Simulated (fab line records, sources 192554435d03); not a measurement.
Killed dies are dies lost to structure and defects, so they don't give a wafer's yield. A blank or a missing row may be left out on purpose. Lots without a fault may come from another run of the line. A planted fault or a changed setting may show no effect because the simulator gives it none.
fab line records | flow n5_finfet | part 2 of 2: steps 26 to 32 of 32
record lots=5 wafers=15 last_day=17
route steps=1938 shown DUMMY_REMOVAL@377 HKMG_FIN@385
lots that met no fault: from a run of the same line without faults
start_h: hours from the record's first day to the start of the lot's first wafer shown | wait_h: hours since the lot's step before | " the same as in the row above | L1.1+2: a row that stands for several wafers | - no value, or no start given | * or withheld: withheld | < > ~ a bound
route shown NAME@n: a module of which the file shows steps, and the number in the route of the first | usual: mean/standard deviation of fault-free wafers | same: alike in all rows | chamber/n: place in a boat | sites: the reading at each site | _std_site: their standard deviation | _edge_site: outer sites' mean less inner sites' | radius_mm: how far each site lies from the wafer's centre | mask NAME#n: copy n | behind: the tool/chamber that last shaped the wafer | hold: why the lot was held/for how many hours/how that ended | device: the transistor (n, p or np) that didn't switch | end of line: the same wafers' tests at the end of the route | a step without rows: its recipe alone | killed: dies lost to structure and defects at the first sort, not the wafer's yield | map: a wafer's dies, x killed, . not, _ none there
set.NAME: the setting as run; set.NAME@STEP: as run at that earlier step | model.NAME: the simulator's own value behind a step, which no gauge read
lots at some steps of the route; a table a step, a row a wafer
services: from which hour (start_h, from the record's first day; less than 0 if before it) a tool's chamber was out of use, for how many hours, and why
## steps
# step N5_HKMG_FIN_ETCH_54
# recipe chemistry=CF4 target=SiARC target_depth_a=455 mask_material=CAR-ArF time_s=75.8 ion_energy_ev=80 pressure_mtorr=40 source_w=545 bias_w=36 Ar_flow_sccm=100 cf4_flow_sccm=100 ends=cleared
# usual drypump_motor_current_A=5.6/0.51 etch_rf_on_time_s=75.6/1.8 oes_product_au=0.68/0.055 rf_vpp_V=184.3/1.1 showerhead_plenum_p_Torr=2.17/0.065 throttle_valve_pct=15.66/0.21
# columns lot.wafer tool chamber start_h wait_h drypump_motor_current_A etch_rf_on_time_s oes_product_au rf_hours_counter_h rf_vpp_V showerhead_plenum_p_Torr throttle_valve_pct
L080.2 rie_diel-01 0 109.36 0.0 6.4 76.7 0.70 75 186.1 2.16 15.35
L080.4 " 2 " " 4.9 74.7 0.64 - 183.7 2.22 15.85
L080.5 " 1 " " 5.2 73.6 0.78 - 184.6 2.17 15.39
L081.1 rie_diel-03 0 112.56 0.0 5.7 74.0 0.67 116 184.6 2.23 15.56
L081.4 " 0 " " 5.6 73.6 0.67 - 183.9 2.23 15.55
L081.6 " 2 " " 5.3 77.7 0.67 - 184.7 2.17 15.87
L085.1 rie_diel-03 3 140.39 0.0 6.3 74.6 0.60 222 181.9 2.05 15.97
L085.4 " 2 " " 5.3 77.0 0.67 - 184.6 2.17 15.90
L085.5 " 3 " " 6.3 74.2 0.60 - 184.4 2.05 15.97
L090.2 rie_diel-01 2 165.17 0.0 4.9 75.7 0.62 174 186.1 2.22 15.89
L090.3 " 0 " " 6.4 77.2 0.68 95 184.8 2.16 15.40
L090.6 " 1 " " 5.2 76.0 0.73 - 184.7 2.17 15.43
L093.3 rie_diel-03 1 185.25 0.0 5.2 76.9 0.68 116 184.7 2.15 15.57
L093.5 " 2 " " 5.3 77.8 0.64 - 184.2 2.16 15.94
L093.6 " 1 " " 5.2 77.3 0.67 - 183.9 2.15 15.58
# step N5_HKMG_FIN_ETCH_55
# recipe chemistry=N2/H2 target=SOC target_depth_a=2400 temp_c=40 time_s=300 ion_energy_ev=200 mask_material=SiARC pressure_mtorr=30 source_w=840 bias_w=150 n2_flow_sccm=200 h2_flow_sccm=200
# usual drypump_motor_current_A=5.6/0.51 oes_product_au=0.79/0.064 rf_vpp_V=524.7/2.5 showerhead_plenum_p_Torr=2.58/0.084 throttle_valve_pct=17.92/0.13
# columns lot.wafer tool chamber start_h wait_h drypump_motor_current_A oes_product_au rf_hours_counter_h rf_vpp_V showerhead_plenum_p_Torr throttle_valve_pct
L080.2 rie_diel-01 0 109.41 0.0 6.4 0.81 75 524.2 2.59 17.76
L080.4 " 2 " " 5.0 0.75 - 527.8 2.63 17.92
L080.5 " 1 " " 5.2 0.91 - 524.5 2.60 17.72
L081.1 rie_diel-03 0 112.61 0.0 5.7 0.79 116 528.4 2.68 17.92
L081.4 " 0 " " 5.7 0.78 - 527.3 2.68 17.92
L081.6 " 2 " " 5.3 0.78 - 523.9 2.56 17.99
L085.1 rie_diel-03 3 140.44 0.0 6.3 0.70 222 520.1 2.42 18.17
L085.4 " 2 " " 5.3 0.78 - 525.4 2.55 18.02
L085.5 " 3 " " 6.3 0.70 - 519.5 2.42 18.16
L090.2 rie_diel-01 2 165.23 0.0 5.0 0.74 174 528.0 2.62 17.95
L090.3 " 0 " " 6.4 0.79 95 524.3 2.58 17.79
L090.6 " 1 " " 5.3 0.86 - 524.7 2.59 17.74
L093.3 rie_diel-03 1 185.31 0.0 5.2 0.79 116 522.7 2.57 17.94
L093.5 " 2 " " 5.3 0.75 - 523.1 2.54 18.04
L093.6 " 1 " " 5.2 0.80 - 524.8 2.57 17.97
# step N5_HKMG_FIN_STRIP_56
# recipe chemistry=N2/H2 temp_c=40 n2_flow_sccm=200 h2_flow_sccm=200 rf_frequency_hz=6e+07
# columns lot.wafer tool chamber start_h wait_h
L080.2+4+5 rie_diel-01 0,2,1 109.60 0.1
L081.1+4+6 rie_diel-03 0,0,2 112.80 0.1
L085.1+4+5 rie_diel-03 3,2,3 140.62 0.1
L090.2+3+6 rie_diel-01 2,0,1 165.41 0.1
L093.3+5+6 rie_diel-03 1,2,1 185.49 0.1
# step N5_HKMG_FIN_STRIP_57
# recipe chemistry=CF4 resist=SiARC power_w=300 bias_power_w=75 pressure_mtorr=50 cf4_flow_sccm=150 rf_frequency_hz=6e+07
# usual drypump_motor_current_A=5.6/0.51 oes_product_au=0.78/0.061 rf_vpp_V=271.6/1.5 showerhead_plenum_p_Torr=1.81/0.056 throttle_valve_pct=13.62/0.21
# columns lot.wafer tool chamber start_h wait_h drypump_motor_current_A oes_product_au rf_hours_counter_h rf_vpp_V showerhead_plenum_p_Torr throttle_valve_pct
L080.2 rie_diel-01 0 109.61 0.0 6.3 0.82 75 272.0 1.81 13.32
L080.4 " 2 " " 4.9 0.75 - 272.4 1.86 13.83
L080.5 " 1 " " 5.2 0.87 - 272.6 1.81 13.30
L081.1 rie_diel-03 0 112.81 0.0 5.7 0.77 116 273.2 1.87 13.53
L081.4 " 0 " " 5.7 0.77 - 272.7 1.87 13.54
L081.6 " 2 " " 5.3 0.79 - 271.4 1.81 13.78
L085.1 rie_diel-03 3 140.63 0.0 6.3 0.69 223 270.8 1.71 13.93
L085.4 " 2 " " 5.3 0.78 - 270.3 1.81 13.81
L085.5 " 3 " " 6.3 0.69 - 268.7 1.71 13.94
L090.2 rie_diel-01 2 165.42 0.0 4.9 0.73 174 272.2 1.86 13.86
L090.3 " 0 " " 6.4 0.81 95 272.2 1.80 13.38
L090.6 " 1 " " 5.2 0.86 - 272.1 1.80 13.35
L093.3 rie_diel-03 1 185.50 0.0 5.2 0.79 116 271.8 1.80 13.54
L093.5 " 2 " " 5.3 0.76 - 270.5 1.81 13.84
L093.6 " 1 " " 5.2 0.80 - 272.5 1.80 13.55
# step N5_HKMG_FIN_ETCH_58
# recipe chemistry=N2/H2 target=SOC target_depth_a=2158 ion_energy_ev=50 bias_w=13 time_s=741 pressure_mtorr=30 source_w=875 n2_flow_sccm=200 h2_flow_sccm=200
# usual drypump_motor_current_A=5.6/0.51 oes_product_au=0.79/0.066 rf_vpp_V=99.3/0.96 showerhead_plenum_p_Torr=2.58/0.084 throttle_valve_pct=17.88/0.13
# columns lot.wafer tool chamber start_h wait_h drypump_motor_current_A oes_product_au rf_hours_counter_h rf_vpp_V showerhead_plenum_p_Torr throttle_valve_pct
L080.2 rie_diel-01 0 109.63 0.0 6.3 0.82 75 99.2 2.59 17.70
L080.4 " 2 " " 5.0 0.76 - 98.7 2.63 17.86
L080.5 " 1 " " 5.2 0.91 - 100.1 2.60 17.65
L081.1 rie_diel-03 0 112.83 0.0 5.7 0.78 116 100.5 2.68 17.85
L081.4 " 0 " " 5.7 0.78 - 99.5 2.68 17.87
L081.6 " 2 " " 5.3 0.79 - 99.2 2.56 17.96
L085.1 rie_diel-03 3 140.65 0.0 6.4 0.70 223 99.1 2.42 18.10
L085.4 " 2 " " 5.3 0.77 - 98.2 2.55 17.98
L085.5 " 3 " " 6.3 0.70 - 99.0 2.42 18.11
L090.2 rie_diel-01 2 165.44 0.0 5.0 0.73 174 98.8 2.62 17.92
L090.3 " 0 " " 6.4 0.80 96 99.5 2.58 17.74
L090.6 " 1 " " 5.2 0.88 - 99.6 2.59 17.71
L093.3 rie_diel-03 1 185.52 0.0 5.2 0.79 116 97.7 2.57 17.92
L093.5 " 2 " " 5.4 0.76 - 99.9 2.54 18.01
L093.6 " 1 " " 5.2 0.80 - 98.9 2.57 17.91
# step N5_HKMG_FIN_STRIP_93
# recipe chemistry=N2/H2 material=SOC time_s=20 power_w=500 temp_c=40 pressure_mtorr=50 rf_frequency_hz=6e+07 bias_power_w=8 h2_frac=0.5 n2_flow_sccm=300 h2_flow_sccm=300
# usual drypump_motor_current_A=5.6/0.51 oes_product_au=0.79/0.065 rf_vpp_V=54.4/0.86 showerhead_plenum_p_Torr=3.41/0.11 throttle_valve_pct=19.10/0.2
# columns lot.wafer tool chamber start_h wait_h drypump_motor_current_A oes_product_au rf_hours_counter_h rf_vpp_V showerhead_plenum_p_Torr throttle_valve_pct
L080.2 rie_diel-01 0 110.05 0.2 6.4 0.82 76 54.1 3.42 19.07
L080.4 " 2 " " 5.0 0.75 - 53.1 3.46 19.05
L080.5 " 1 " " 5.2 0.90 - 54.6 3.43 18.73
L081.1 rie_diel-03 0 113.25 0.2 5.7 0.78 116 54.0 3.53 19.09
L081.4 " 0 " " 5.7 0.78 - 54.6 3.53 19.10
L081.6 " 2 " " 5.3 0.78 - 54.4 3.38 18.94
L085.1 rie_diel-03 3 141.08 0.2 6.4 0.71 223 53.8 3.20 19.33
L085.4 " 2 " " 5.3 0.75 - 55.3 3.37 18.97
L085.5 " 3 " " 6.3 0.70 - 53.7 3.20 19.32
L090.2 rie_diel-01 2 165.87 0.2 5.0 0.73 174 53.6 3.45 19.10
L090.3 " 0 " " 6.4 0.79 96 54.9 3.41 19.09
L090.6 " 1 " " 5.3 0.86 - 54.9 3.42 18.74
L093.3 rie_diel-03 1 185.94 0.2 5.2 0.79 117 55.5 3.39 19.31
L093.5 " 2 " " 5.4 0.75 - 55.1 3.36 18.99
L093.6 " 1 " " 5.2 0.80 - 53.1 3.39 19.30
# step N5_HKMG_FIN_WET_ETCH_76
# recipe chemistry=dNH4OH mix=1:50 temp_c=25 target=Al2O3 stop_on=La2O3 target_depth_nm=2.25 dry=ipa_marangoni rinse_time_s=30 rinse_temp_c=23
# usual rinse_temp_c=23.00/0.11
# columns lot.wafer tool chamber start_h wait_h rinse_temp_c
L080.2 wet_bench-02 7 110.14 0.1 23.14
L080.4 " 4 " " 22.97
L080.5 " 3 " " 23.13
L081.1 wet_bench-06 4 113.33 0.1 22.77
L081.4 " 0 " " 23.22
L081.6 " 1 " " 22.93
L085.1 wet_bench-01 0 141.16 0.1 22.94
L085.4 " 6 " " 23.04
L085.5 " 7 " " 22.98
L090.2 wet_bench-01 2 165.95 0.1 22.72
L090.3 " 5 " " 22.97
L090.6 " 1 " " 22.93
L093.3 wet_bench-01 1 186.03 0.1 22.97
L093.5 " 7 " " 22.97
L093.6 " 5 " " 23.21
## services
# columns tool chamber start_h hours kind
wet_bench-04 - 91.76 2.0 repair
arfi_scanner-02 - 100.77 2.5 repair
rie_diel-01 3 100.79 8.7 repair
remote_plasma-02 - 114.21 1.0 repair
ald_hk-02 - 115.86 2.8 pm
arfi_scanner-01 - 123.62 1.3 pm
arfi_scanner-01 - 125.08 1.0 pm
arfi_scanner-02 - 126.51 4.9 pm
arfi_scanner-01 - 133.81 0.5 repair
arfi_scanner-03 - 134.60 1.3 pm
rie_diel-01 - 135.57 0.8 repair
ald_hk-01 - 140.05 2.7 repair
arfi_scanner-01 - 146.40 1.0 pm
arfi_scanner-02 - 148.90 0.8 pm
arfi_scanner-01 - 150.33 0.8 repair
ald_hk-03 - 161.39 1.3 repair
rie_diel-02 2 161.44 8.3 repair
arfi_scanner-01 - 168.38 15.0 repair
rie_diel-01 0 168.70 6.0 repair
wet_bench-02 - 175.78 1.9 pm
arfi_scanner-02 - 177.74 2.8 repair
rie_diel-06 1 180.43 - clean
rie_diel-06 1 180.43 - consumable_replace:focus_ring
rie_diel-02 1 183.49 5.8 repair
